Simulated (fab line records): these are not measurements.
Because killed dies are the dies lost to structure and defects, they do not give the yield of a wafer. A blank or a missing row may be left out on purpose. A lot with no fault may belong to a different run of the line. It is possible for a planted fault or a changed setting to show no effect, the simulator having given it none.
Matching of chambers || flow nandHarc || 3 sister chambers for NHARC_A_ONON_D1_DEP_33 on pecvd-03
The step deposits SiO2, target thk 200 nm. 18 wafers are shown with their chamber, then 9 later ones without.

## EACH WAFER AND ITS CHAMBER
{"wafer": "L074.3", "chamber": 0, "throttleValvePct (%)": 15.7, "heaterPowerW (W)": 493, "chamberPressureTorr (Torr)": 6.528}
{"wafer": "L074.4", "chamber": 0, "throttleValvePct (%)": 16.2, "heaterPowerW (W)": 498, "chamberPressureTorr (Torr)": 6.510}
{"wafer": "L074.5", "chamber": 2, "throttleValvePct (%)": 14.8, "heaterPowerW (W)": 680, "chamberPressureTorr (Torr)": 6.493}
{"wafer": "L076.1", "chamber": 2, "throttleValvePct (%)": 14.8, "heaterPowerW (W)": 755, "chamberPressureTorr (Torr)": 6.526}
{"wafer": "L076.2", "chamber": 1, "throttleValvePct (%)": 15.7, "heaterPowerW (W)": 653, "chamberPressureTorr (Torr)": 6.467}
{"wafer": "L076.5", "chamber": 1, "throttleValvePct (%)": 15.5, "heaterPowerW (W)": 675, "chamberPressureTorr (Torr)": 6.487}
{"wafer": "L077.1", "chamber": 0, "throttleValvePct (%)": 16.0, "heaterPowerW (W)": 454, "chamberPressureTorr (Torr)": 6.508}
{"wafer": "L077.3", "chamber": 2, "throttleValvePct (%)": 14.7, "heaterPowerW (W)": 717, "chamberPressureTorr (Torr)": 6.505}
{"wafer": "L077.5", "chamber": 1, "throttleValvePct (%)": 15.8, "heaterPowerW (W)": 645, "chamberPressureTorr (Torr)": 6.516}
{"wafer": "L079.1", "chamber": 0, "throttleValvePct (%)": 16.3, "heaterPowerW (W)": 537, "chamberPressureTorr (Torr)": 6.509}
{"wafer": "L079.2", "chamber": 1, "throttleValvePct (%)": 15.9, "heaterPowerW (W)": 659, "chamberPressureTorr (Torr)": 6.492}
{"wafer": "L079.6", "chamber": 0, "throttleValvePct (%)": 15.8, "heaterPowerW (W)": 400, "chamberPressureTorr (Torr)": 6.507}
{"wafer": "L081.2", "chamber": 1, "throttleValvePct (%)": 15.6, "heaterPowerW (W)": 681, "chamberPressureTorr (Torr)": 6.504}
{"wafer": "L081.3", "chamber": 0, "throttleValvePct (%)": 16.1, "heaterPowerW (W)": 476, "chamberPressureTorr (Torr)": 6.502}
{"wafer": "L081.4", "chamber": 0, "throttleValvePct (%)": 16.4, "heaterPowerW (W)": 495, "chamberPressureTorr (Torr)": 6.513}
{"wafer": "L083.2", "chamber": 1, "throttleValvePct (%)": 15.6, "heaterPowerW (W)": 744, "chamberPressureTorr (Torr)": 6.498}
{"wafer": "L083.4", "chamber": 0, "throttleValvePct (%)": 16.0, "heaterPowerW (W)": 507, "chamberPressureTorr (Torr)": 6.502}
{"wafer": "L083.5", "chamber": 2, "throttleValvePct (%)": 15.0, "heaterPowerW (W)": 792, "chamberPressureTorr (Torr)": 6.504}

SIGNATURES (means of the wafers above)
{"reading": "throttleValvePct", "chamber 0": 16.062, "chamber 1": 15.683, "chamber 2": 14.825, "scatter within a chamber": 0.192}
{"reading": "heaterPowerW", "chamber 0": 482.50, "chamber 1": 676.17, "chamber 2": 736.00, "scatter within a chamber": 41}
{"reading": "chamberPressureTorr", "chamber 0": 6.50988, "chamber 1": 6.49400, "chamber 2": 6.50700, "scatter within a chamber": 0.0127}
Rule: for each reading, subtract the chamber's mean from the wafer's reading, divide by that reading's scatter and square the result; add these up over the readings and take the root, which gives the wafer's distance from the chamber. If the next closest chamber is less than 2 further off than the closest, the wafer can't be placed; otherwise it belongs to the closest. The scatter is the square root of a quotient: the sum, over the shown wafers, of each reading's squared deviation from its chamber's mean, divided by wafers minus chambers.

## WAFERS WITH NO CHAMBER GIVEN
{"wafer": "L084.2", "throttleValvePct (%)": 14.8, "heaterPowerW (W)": 722, "chamberPressureTorr (Torr)": 6.495}
{"wafer": "L084.4", "throttleValvePct (%)": 16.2, "heaterPowerW (W)": 435, "chamberPressureTorr (Torr)": 6.501}
{"wafer": "L084.6", "throttleValvePct (%)": 14.8, "heaterPowerW (W)": 749, "chamberPressureTorr (Torr)": 6.488}
{"wafer": "L085.3", "throttleValvePct (%)": 15.6, "heaterPowerW (W)": 604, "chamberPressureTorr (Torr)": 6.517}
{"wafer": "L085.4", "throttleValvePct (%)": 16.2, "heaterPowerW (W)": 500, "chamberPressureTorr (Torr)": 6.484}
{"wafer": "L085.5", "throttleValvePct (%)": 14.6, "heaterPowerW (W)": 804, "chamberPressureTorr (Torr)": 6.509}
{"wafer": "L097.2", "throttleValvePct (%)": 16.4, "heaterPowerW (W)": 486, "chamberPressureTorr (Torr)": 6.510}
{"wafer": "L097.3", "throttleValvePct (%)": 15.6, "heaterPowerW (W)": 714, "chamberPressureTorr (Torr)": 6.497}
{"wafer": "L097.5", "throttleValvePct (%)": 15.2, "heaterPowerW (W)": 710, "chamberPressureTorr (Torr)": 6.479}

## THE CHAMBER EACH PASSED THROUGH
{"wafer": "L084.2", "from the rows above": 2, "in truth": 2}
{"wafer": "L084.4", "from the rows above": 0, "in truth": 0}
{"wafer": "L084.6", "from the rows above": 2, "in truth": 2}
{"wafer": "L085.3", "from the rows above": "can't be placed: 1 or 0", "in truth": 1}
{"wafer": "L085.4", "from the rows above": 0, "in truth": 0}
{"wafer": "L085.5", "from the rows above": 2, "in truth": 2}
{"wafer": "L097.2", "from the rows above": 0, "in truth": 0}
{"wafer": "L097.3", "from the rows above": 1, "in truth": 1}
{"wafer": "L097.5", "from the rows above": "can't be placed: 1 or 2", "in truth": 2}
Placed correctly: 7 of 9. These rows do not allow placing 2 (true chamber among the candidates in 2). Placed wrongly: 0.
